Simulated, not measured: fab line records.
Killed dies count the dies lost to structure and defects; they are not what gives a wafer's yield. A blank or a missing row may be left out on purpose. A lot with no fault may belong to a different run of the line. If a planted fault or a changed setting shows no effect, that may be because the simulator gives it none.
Chamber matching    flow nand_harc    4 sister chambers for NHARC_P_M1_CMP_23 on cmp-03
The step polishes, t overpolish 20 s, target thk 157.82 nm. 16 wafers are shown with their chamber, then 7 later ones without.

## WAFERS WITH THEIR CHAMBER
wafer   chamber  motor_current_A (A)  time_to_endpoint_s (s)
L445.2  2        10.3                 29.3
L445.3  0        12.2                 28.6
L445.6  3        12.6                 32.5
L450.1  1        14.0                 25.0
L450.3  2        10.4                 26.6
L450.6  2        10.3                 31.3
L451.1  3        12.6                 31.0
L451.4  2        11.0                 26.7
L462.2  0        12.0                 28.7
L462.3  1        13.5                 30.4
L462.6  0        13.2                 29.8
L463.1  1        14.0                 25.5
L463.2  3        12.7                 34.1
L463.4  0        12.9                 24.8
L464.1  0        13.4                 29.6
L464.3  1        14.2                 27.1

SIGNATURES (means of the wafers above)
reading             chamber 0  chamber 1  chamber 2  chamber 3  scatter within a chamber
motor_current_A     12.740     13.925     10.500     12.633     0.421
time_to_endpoint_s  28.300     27.000     28.475     32.533     2.13
Rule: a wafer lies at a distance from a chamber equal to the root of the sum of squares, over the readings, of (its reading less the chamber's mean, divided by the reading's scatter). If the next closest chamber is less than 2 further off than the closest, the wafer can't be placed; otherwise it belongs to the closest. The scatter: the root of (the sum of the squares of (reading less its chamber's mean) over the shown wafers, divided by (wafers less chambers)).

## WAFERS MISSING THEIR CHAMBER
wafer   motor_current_A (A)  time_to_endpoint_s (s)
L464.6  10.4                 31.7
L465.2  12.5                 36.6
L465.4  12.6                 28.0
L465.6  12.2                 29.7
L467.3  12.1                 23.9
L467.4  10.3                 27.3
L467.5  12.2                 25.7

## CHAMBER TAKEN BY EACH
wafer   from the rows above           in truth
L464.6  2                             2
L465.2  3                             3
L465.4  can't be placed: 0 or 3       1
L465.6  can't be placed: 0 or 3       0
L467.3  can't be placed: 0 or 3 or 2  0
L467.4  2                             2
L467.5  can't be placed: 0 or 3       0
3 of 7 placed correctly. Not placeable from these rows: 4 (in 3, the candidates include the true chamber). Placed wrongly: 0.
